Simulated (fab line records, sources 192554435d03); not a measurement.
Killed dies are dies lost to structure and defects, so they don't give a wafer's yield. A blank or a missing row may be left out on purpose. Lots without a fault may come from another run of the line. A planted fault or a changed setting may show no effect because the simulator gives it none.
Problem report in the 8D (eight disciplines) form, filled by code | flow n5_finfet | the parts of the form that need people (team, actions taken, sign-off) are left out

1. THE PROBLEM
oes_product_au at N5_DUMMY_GATE_ETCH_42 reads a mean of 1.08 a.u. on 2 wafers of 2 lots; wafers without a fault read 0.75 a.u. with a standard deviation of 0.053. That is +6.3 standard deviations from the usual mean.
The step: etches SiO2 in CHF3/O2, target depth 3.5 nm, time 31 s.
First seen on wafer L411.6, day 4 18:26, on rie_diel-03. The record holds 18 wafers of 6 lots with a number at this step. Rule for "out", or "out of limits": more than 4 standard deviations from the usual mean. The other wafers with a number count as sound.

2. WHAT IT IS AND WHAT IT IS NOT
question                    | is               | is not
which readings at this step | oes_product_au   | drypump_motor_current_A, rf_vpp_V, showerhead_plenum_p_Torr, throttle_valve_pct
which lots                  | L411, L414       | L406, L408, L422, L424
which wafers of those lots  | L411.6, L414.6   | L411.1, L411.5, L414.1, L414.3
read on which tools         | rie_diel-03      | rie_diel-02
when                        | from day 4 18:26 | up to then (8 sound wafers); but 8 sound wafers of L414, L422, L424 came after

3. SUSPECTS, AND WHAT RULES EACH OUT
Counting: a tool at a process step up to the reading stays a suspect if it ran every lot that is out. Sound lots after the first of them don't rule it out here, since some wafers of a struck lot are sound.
- rie_si-03 at N5_DUMMY_GATE_TRIM_49 (chemistry O2, time 29 s, target cd 14 nm): kept. It ran every lot that is out, first L411 (day 4 17:37); its last sound lot up to then is L406 (day 3 11:34).
- rie_diel-03 at N5_DUMMY_GATE_ETCH_42 (etches SiO2 in CHF3/O2, target depth 3.5 nm, time 31 s): kept. It ran every lot that is out, first L411 (day 4 18:26); its last sound lot up to then is L406 (day 3 12:16). Its own readings are out on those wafers: oes_product_au.
Left after counting: rie_si-03 at N5_DUMMY_GATE_TRIM_49, rie_diel-03 at N5_DUMMY_GATE_ETCH_42.

4. THE CAUSE (what the simulator had put in)
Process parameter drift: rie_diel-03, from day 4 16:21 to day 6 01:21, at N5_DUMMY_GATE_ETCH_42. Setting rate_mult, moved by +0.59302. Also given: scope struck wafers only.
Counting left 2 suspects, and this tool is among them.

5. THE CHAIN OF EFFECTS, in route order
Each row: a reading whose mean over the struck wafers that have a number lies more than 3 standard deviations from the usual. Only readings for which the record gives a usual standard deviation are gone through. hours: the time from each lot's start at the first step in this table that gives one to its start at this step, as a median over the lots. sigmas: the change in usual standard deviations.
hours | step                  | reading        | usual     | on struck wafers | change | sigmas
0     | N5_DUMMY_GATE_ETCH_42 | oes_product_au | 0.75 a.u. | 1.08             | +0.33  | +6.3
The process steps in it:
- N5_DUMMY_GATE_ETCH_42: etches SiO2 in CHF3/O2, target depth 3.5 nm, time 31 s.
Later measuring or inspecting steps at which every struck wafer that the step has a row for has a number for every such reading, and none has moved that far: N5_BEOL_M4_RC_MEAS_101.

6. WHAT WOULD HAVE CAUGHT IT SOONER
In this record the first reading out of limits was taken at day 4 18:26, 2 hours after the fault began at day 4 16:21.
